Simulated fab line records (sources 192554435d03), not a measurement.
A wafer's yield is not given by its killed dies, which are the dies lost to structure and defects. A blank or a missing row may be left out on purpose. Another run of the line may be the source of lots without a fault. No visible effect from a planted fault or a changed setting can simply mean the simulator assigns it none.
Which tool did it? / flow n5_finfet / 10 lots with 30 wafers sampled at 5 steps, on a route of 1938 steps

WHAT THE GAUGES SHOWED, per wafer
The record holds no reading of a measuring or inspecting step that can be judged against a usual standard deviation.

WHAT TOOL EACH LOT RAN ON (gives the tool, then ch and the chambers of the sampled wafers, and finally the start)
lot=L362; N5_BEOL_M7_CURE_75=uv_cure-01 ch 2, day 9 02:25; N5_BEOL_M8_ILD_DEP_00=pecvd-04 ch 0,2, day 9 06:37; N5_BEOL_M8_DESCUM_16=rie_diel-05 ch 0,1,2, day 9 09:30; N5_BEOL_M8_ETCH_62=rie_diel-05 ch 0,1,2, day 9 09:35; N5_PASSIVATION_PROBE_49=-
lot=L364; N5_BEOL_M7_CURE_75=uv_cure-03 ch 1, day 9 15:04; N5_BEOL_M8_ILD_DEP_00=pecvd-02 ch 1,2, day 9 18:19; N5_BEOL_M8_DESCUM_16=rie_diel-04 ch 0,2,3, day 9 21:07; N5_BEOL_M8_ETCH_62=rie_diel-04 ch 0,2,3, day 9 21:13; N5_PASSIVATION_PROBE_49=prober-01, day 12 22:46
lot=L370; N5_BEOL_M7_CURE_75=uv_cure-01 ch 2, day 11 04:38; N5_BEOL_M8_ILD_DEP_00=pecvd-03 ch 0,1, day 11 08:05; N5_BEOL_M8_DESCUM_16=rie_diel-04 ch 1,2, day 11 10:50; N5_BEOL_M8_ETCH_62=rie_diel-04 ch 1,2, day 11 10:56; N5_PASSIVATION_PROBE_49=-
lot=L371; N5_BEOL_M7_CURE_75=uv_cure-01 ch 1, day 11 16:52; N5_BEOL_M8_ILD_DEP_00=pecvd-04 ch 0,2, day 11 19:46; N5_BEOL_M8_DESCUM_16=rie_diel-04 ch 0,2,3, day 11 21:48; N5_BEOL_M8_ETCH_62=rie_diel-04 ch 0,2,3, day 11 21:54; N5_PASSIVATION_PROBE_49=-
lot=L373; N5_BEOL_M7_CURE_75=uv_cure-01 ch 0, day 12 07:02; N5_BEOL_M8_ILD_DEP_00=pecvd-03 ch 1,2, day 12 11:51; N5_BEOL_M8_DESCUM_16=rie_diel-03 ch 0,3, day 12 13:24; N5_BEOL_M8_ETCH_62=rie_diel-03 ch 0,3, day 12 13:29; N5_PASSIVATION_PROBE_49=prober-02, day 15 03:55
lot=L377; N5_BEOL_M7_CURE_75=uv_cure-02 ch 1, day 13 10:13; N5_BEOL_M8_ILD_DEP_00=pecvd-02 ch 0,1, day 13 12:13; N5_BEOL_M8_DESCUM_16=rie_diel-03 ch 1,2,3, day 13 15:44; N5_BEOL_M8_ETCH_62=rie_diel-03 ch 1,2,3, day 13 15:49; N5_PASSIVATION_PROBE_49=-
lot=L380; N5_BEOL_M7_CURE_75=uv_cure-01 ch 0, day 13 15:10; N5_BEOL_M8_ILD_DEP_00=pecvd-03 ch 1,2, day 13 17:38; N5_BEOL_M8_DESCUM_16=rie_diel-03 ch 0,3, day 13 19:29; N5_BEOL_M8_ETCH_62=rie_diel-03 ch 0,3, day 13 19:35; N5_PASSIVATION_PROBE_49=-
lot=L378; N5_BEOL_M7_CURE_75=uv_cure-01 ch 1, day 13 15:37; N5_BEOL_M8_ILD_DEP_00=pecvd-03 ch 0,1,2, day 13 17:54; N5_BEOL_M8_DESCUM_16=rie_diel-03 ch 0,2,3, day 13 19:44; N5_BEOL_M8_ETCH_62=rie_diel-03 ch 0,2,3, day 13 19:50; N5_PASSIVATION_PROBE_49=-
lot=L382; N5_BEOL_M7_CURE_75=uv_cure-01 ch 0, day 14 20:05; N5_BEOL_M8_ILD_DEP_00=pecvd-04 ch 1,2, day 14 23:12; N5_BEOL_M8_DESCUM_16=rie_diel-04 ch 2,3, day 15 02:22; N5_BEOL_M8_ETCH_62=rie_diel-04 ch 2,3, day 15 02:28; N5_PASSIVATION_PROBE_49=-
lot=L383; N5_BEOL_M7_CURE_75=uv_cure-01 ch 2, day 15 01:25; N5_BEOL_M8_ILD_DEP_00=pecvd-03 ch 1,2, day 15 03:33; N5_BEOL_M8_DESCUM_16=rie_diel-03 ch 1,3, day 15 05:46; N5_BEOL_M8_ETCH_62=rie_diel-03 ch 1,3, day 15 05:52; N5_PASSIVATION_PROBE_49=-
- N5_BEOL_M7_CURE_75: cures SiCOH lowk, time 120 s.
- N5_BEOL_M8_ILD_DEP_00: deposits SiCOH lowk from DEMS/porogen, target thk 179.75 nm, time 33.4 s.
- N5_BEOL_M8_DESCUM_16: chemistry O2, time 7.9 s.
- N5_BEOL_M8_ETCH_62: etches SOC in N2/H2, target depth 110 nm, overetch 22 nm, time 165 s.
- N5_PASSIVATION_PROBE_49

AS READ BY THE TOOLS THEMSELVES (means over the sampled wafers that have a number; for cases with no such wafer, the mark the record gives instead)
N5_BEOL_M7_CURE_75. Usual: lamp_power_pct 52.31 %, standard deviation 0.053; wafer_temp_C_max 371.2, standard deviation 0.35.
lot=L362; tool=uv_cure-01; lamp_power_pct (%)=52.31; wafer_temp_C_max=371.3; flag=
lot=L364; tool=uv_cure-03; lamp_power_pct (%)=52.29; wafer_temp_C_max=371.3; flag=
lot=L370; tool=uv_cure-01; lamp_power_pct (%)=52.32; wafer_temp_C_max=371.3; flag=
lot=L371; tool=uv_cure-01; lamp_power_pct (%)=52.28; wafer_temp_C_max=371.1; flag=
lot=L373; tool=uv_cure-01; lamp_power_pct (%)=52.34; wafer_temp_C_max=370.9; flag=
lot=L377; tool=uv_cure-02; lamp_power_pct (%)=52.29; wafer_temp_C_max=371.3; flag=
lot=L380; tool=uv_cure-01; lamp_power_pct (%)=52.32; wafer_temp_C_max=371.2; flag=
lot=L378; tool=uv_cure-01; lamp_power_pct (%)=52.33; wafer_temp_C_max=370.8; flag=
lot=L382; tool=uv_cure-01; lamp_power_pct (%)=52.29; wafer_temp_C_max=371.8; flag=
lot=L383; tool=uv_cure-01; lamp_power_pct (%)=52.33; wafer_temp_C_max=371.5; flag=

N5_BEOL_M8_ILD_DEP_00. Usual: heater_power_w 319 W, standard deviation 72; showerhead_plenum_p_Torr 5.740 Torr, standard deviation 0.021; throttle_valve_pct 13.6 %, standard deviation 1.1.
lot=L362; tool=pecvd-04; heater_power_w (W)=295; showerhead_plenum_p_Torr (Torr)=5.744; throttle_valve_pct (%)=13.5; flag=
lot=L364; tool=pecvd-02; heater_power_w (W)=246; showerhead_plenum_p_Torr (Torr)=5.721; throttle_valve_pct (%)=13.4; flag=
lot=L370; tool=pecvd-03; heater_power_w (W)=343; showerhead_plenum_p_Torr (Torr)=5.759; throttle_valve_pct (%)=14.1; flag=
lot=L371; tool=pecvd-04; heater_power_w (W)=320; showerhead_plenum_p_Torr (Torr)=5.737; throttle_valve_pct (%)=13.0; flag=
lot=L373; tool=pecvd-03; heater_power_w (W)=381; showerhead_plenum_p_Torr (Torr)=5.734; throttle_valve_pct (%)=12.4; flag=
lot=L377; tool=pecvd-02; heater_power_w (W)=302; showerhead_plenum_p_Torr (Torr)=5.744; throttle_valve_pct (%)=14.8; flag=
lot=L380; tool=pecvd-03; heater_power_w (W)=421; showerhead_plenum_p_Torr (Torr)=5.751; throttle_valve_pct (%)=12.3; flag=
lot=L378; tool=pecvd-03; heater_power_w (W)=351; showerhead_plenum_p_Torr (Torr)=5.756; throttle_valve_pct (%)=13.3; flag=
lot=L382; tool=pecvd-04; heater_power_w (W)=285; showerhead_plenum_p_Torr (Torr)=5.729; throttle_valve_pct (%)=14.0; flag=
lot=L383; tool=pecvd-03; heater_power_w (W)=413; showerhead_plenum_p_Torr (Torr)=5.749; throttle_valve_pct (%)=12.2; flag=

N5_BEOL_M8_DESCUM_16. Usual: bias_power_w 20.00 W, standard deviation 0.058; drypump_motor_current_A 6.0 A, standard deviation 0.39; oes_product_au 0.83 a.u., standard deviation 0.087; rf_vpp_V 243.0 V, standard deviation 1.3; showerhead_plenum_p_Torr 2.09 Torr, standard deviation 0.063; throttle_valve_pct 20.42 %, standard deviation 0.25.
lot=L362; tool=rie_diel-05; bias_power_w (W)=20.01; drypump_motor_current_A (A)=6.2; oes_product_au (a.u.)=0.86; rf_vpp_V (V)=243.3; showerhead_plenum_p_Torr (Torr)=2.04; throttle_valve_pct (%)=20.25; flag=
lot=L364; tool=rie_diel-04; bias_power_w (W)=19.99; drypump_motor_current_A (A)=5.7; oes_product_au (a.u.)=0.94; rf_vpp_V (V)=243.5; showerhead_plenum_p_Torr (Torr)=2.14; throttle_valve_pct (%)=20.20; flag=
lot=L370; tool=rie_diel-04; bias_power_w (W)=20.04; drypump_motor_current_A (A)=5.8; oes_product_au (a.u.)=0.75; rf_vpp_V (V)=243.2; showerhead_plenum_p_Torr (Torr)=2.06; throttle_valve_pct (%)=20.33; flag=
lot=L371; tool=rie_diel-04; bias_power_w (W)=20.01; drypump_motor_current_A (A)=5.7; oes_product_au (a.u.)=0.91; rf_vpp_V (V)=243.9; showerhead_plenum_p_Torr (Torr)=2.14; throttle_valve_pct (%)=20.23; flag=
lot=L373; tool=rie_diel-03; bias_power_w (W)=19.94; drypump_motor_current_A (A)=5.9; oes_product_au (a.u.)=0.80; rf_vpp_V (V)=243.3; showerhead_plenum_p_Torr (Torr)=2.10; throttle_valve_pct (%)=20.58; flag=
lot=L377; tool=rie_diel-03; bias_power_w (W)=20.02; drypump_motor_current_A (A)=6.1; oes_product_au (a.u.)=0.85; rf_vpp_V (V)=241.8; showerhead_plenum_p_Torr (Torr)=2.09; throttle_valve_pct (%)=20.55; flag=
lot=L380; tool=rie_diel-03; bias_power_w (W)=20.02; drypump_motor_current_A (A)=6.1; oes_product_au (a.u.)=0.77; rf_vpp_V (V)=243.3; showerhead_plenum_p_Torr (Torr)=2.09; throttle_valve_pct (%)=20.48; flag=
lot=L378; tool=rie_diel-03; bias_power_w (W)=20.00; drypump_motor_current_A (A)=5.8; oes_product_au (a.u.)=0.83; rf_vpp_V (V)=242.5; showerhead_plenum_p_Torr (Torr)=2.11; throttle_valve_pct (%)=20.57; flag=
lot=L382; tool=rie_diel-04; bias_power_w (W)=19.98; drypump_motor_current_A (A)=5.7; oes_product_au (a.u.)=0.85; rf_vpp_V (V)=243.7; showerhead_plenum_p_Torr (Torr)=2.09; throttle_valve_pct (%)=20.22; flag=
lot=L383; tool=rie_diel-03; bias_power_w (W)=19.95; drypump_motor_current_A (A)=6.5; oes_product_au (a.u.)=0.80; rf_vpp_V (V)=243.5; showerhead_plenum_p_Torr (Torr)=2.05; throttle_valve_pct (%)=20.60; flag=

N5_BEOL_M8_ETCH_62. Usual: drypump_motor_current_A 6.0 A, standard deviation 0.39; oes_product_au 0.70 a.u., standard deviation 0.072; rf_fwd_power_W 837.4 W, standard deviation 2.8; rf_vpp_V 523.8 V, standard deviation 2.1; showerhead_plenum_p_Torr 2.54 Torr, standard deviation 0.074; throttle_valve_pct 17.83 %, standard deviation 0.25.
lot=L362; tool=rie_diel-05; drypump_motor_current_A (A)=6.2; oes_product_au (a.u.)=0.73; rf_fwd_power_W (W)=835.6; rf_vpp_V (V)=522.6; showerhead_plenum_p_Torr (Torr)=2.48; throttle_valve_pct (%)=17.69; flag=
lot=L364; tool=rie_diel-04; drypump_motor_current_A (A)=5.7; oes_product_au (a.u.)=0.81; rf_fwd_power_W (W)=837.1; rf_vpp_V (V)=525.9; showerhead_plenum_p_Torr (Torr)=2.60; throttle_valve_pct (%)=17.56; flag=
lot=L370; tool=rie_diel-04; drypump_motor_current_A (A)=5.8; oes_product_au (a.u.)=0.64; rf_fwd_power_W (W)=1044.6; rf_vpp_V (V)=486.3; showerhead_plenum_p_Torr (Torr)=2.51; throttle_valve_pct (%)=17.75; flag=OFF
lot=L371; tool=rie_diel-04; drypump_motor_current_A (A)=5.7; oes_product_au (a.u.)=0.77; rf_fwd_power_W (W)=1039.0; rf_vpp_V (V)=488.9; showerhead_plenum_p_Torr (Torr)=2.59; throttle_valve_pct (%)=17.59; flag=OFF
lot=L373; tool=rie_diel-03; drypump_motor_current_A (A)=5.9; oes_product_au (a.u.)=0.67; rf_fwd_power_W (W)=838.1; rf_vpp_V (V)=524.1; showerhead_plenum_p_Torr (Torr)=2.55; throttle_valve_pct (%)=18.01; flag=
lot=L377; tool=rie_diel-03; drypump_motor_current_A (A)=6.1; oes_product_au (a.u.)=0.72; rf_fwd_power_W (W)=838.1; rf_vpp_V (V)=523.9; showerhead_plenum_p_Torr (Torr)=2.54; throttle_valve_pct (%)=17.95; flag=
lot=L380; tool=rie_diel-03; drypump_motor_current_A (A)=6.1; oes_product_au (a.u.)=0.66; rf_fwd_power_W (W)=836.2; rf_vpp_V (V)=523.3; showerhead_plenum_p_Torr (Torr)=2.55; throttle_valve_pct (%)=17.90; flag=
lot=L378; tool=rie_diel-03; drypump_motor_current_A (A)=5.8; oes_product_au (a.u.)=0.70; rf_fwd_power_W (W)=835.4; rf_vpp_V (V)=524.4; showerhead_plenum_p_Torr (Torr)=2.56; throttle_valve_pct (%)=17.99; flag=
lot=L382; tool=rie_diel-04; drypump_motor_current_A (A)=5.7; oes_product_au (a.u.)=0.73; rf_fwd_power_W (W)=839.9; rf_vpp_V (V)=524.0; showerhead_plenum_p_Torr (Torr)=2.54; throttle_valve_pct (%)=17.60; flag=
lot=L383; tool=rie_diel-03; drypump_motor_current_A (A)=6.4; oes_product_au (a.u.)=0.67; rf_fwd_power_W (W)=837.0; rf_vpp_V (V)=522.4; showerhead_plenum_p_Torr (Torr)=2.50; throttle_valve_pct (%)=17.97; flag=

N5_PASSIVATION_PROBE_49. Usual: defect_limited_yield 91.2 %, standard deviation 1.4; killed_at_M0_to_M3 35, standard deviation 11; killed_at_M4_up 12, standard deviation 4.2; killed_at_contacts 13, standard deviation 5.6; killed_at_front_end 40, standard deviation 12; killed_at_other 3.3, standard deviation 2.6; killed_dies 103, standard deviation 17; killed_open 68, standard deviation 12; killed_short 34, standard deviation 7.6; sort_bin_5_function 5.1 %, standard deviation 0.95; sort_bin_6_memory 3.3 %, standard deviation 0.68; sort_bin_8_speed 0.00 %, standard deviation 0.007; sort_n_pass 1077, standard deviation 17; sort_yield_pct 91.2 %, standard deviation 1.4.
lot=L364; tool=prober-01; defect_limited_yield (%)=90.1; killed_at_M0_to_M3=45; killed_at_M4_up=10; killed_at_contacts=10; killed_at_front_end=51; killed_at_other=1.0; killed_dies=117; killed_open=77; killed_short=38; sort_bin_5_function (%)=5.5; sort_bin_6_memory (%)=3.9; sort_bin_8_speed (%)=0.00; sort_n_pass=1063; sort_yield_pct (%)=90.1; flag=
lot=L373; tool=prober-02; defect_limited_yield (%)=90.7; killed_at_M0_to_M3=32; killed_at_M4_up=16; killed_at_contacts=9; killed_at_front_end=50; killed_at_other=4.0; killed_dies=110; killed_open=68; killed_short=39; sort_bin_5_function (%)=5.4; sort_bin_6_memory (%)=3.3; sort_bin_8_speed (%)=0.00; sort_n_pass=1070; sort_yield_pct (%)=90.7; flag=

THE ANSWER, worked out from the rows above alone
Rule: a lot counts as off when the mean over its wafers that have a number is more than 3 standard deviations away from the usual mean. Also off: a lot with no number at a reading for which 4 or more lots have one. Any other lot the step has rows for is counted as sound. Order of review: gauges by route order, followed by the tools' own readings, for which a lot's mean as printed above is used. The first step at which some lot is off is used, and at that step the reading that is off furthest; a lot without a number counts as furthest.
Off, at N5_BEOL_M8_ETCH_62 on rf_fwd_power_W: L370, L371.
If a tool, at that step or one of the process steps before it, ran each lot that is off and ran no sound lot following the first of them, it fits. Not one of the candidates tried fits.

WHAT WAS PUT IN BY THE SIMULATOR
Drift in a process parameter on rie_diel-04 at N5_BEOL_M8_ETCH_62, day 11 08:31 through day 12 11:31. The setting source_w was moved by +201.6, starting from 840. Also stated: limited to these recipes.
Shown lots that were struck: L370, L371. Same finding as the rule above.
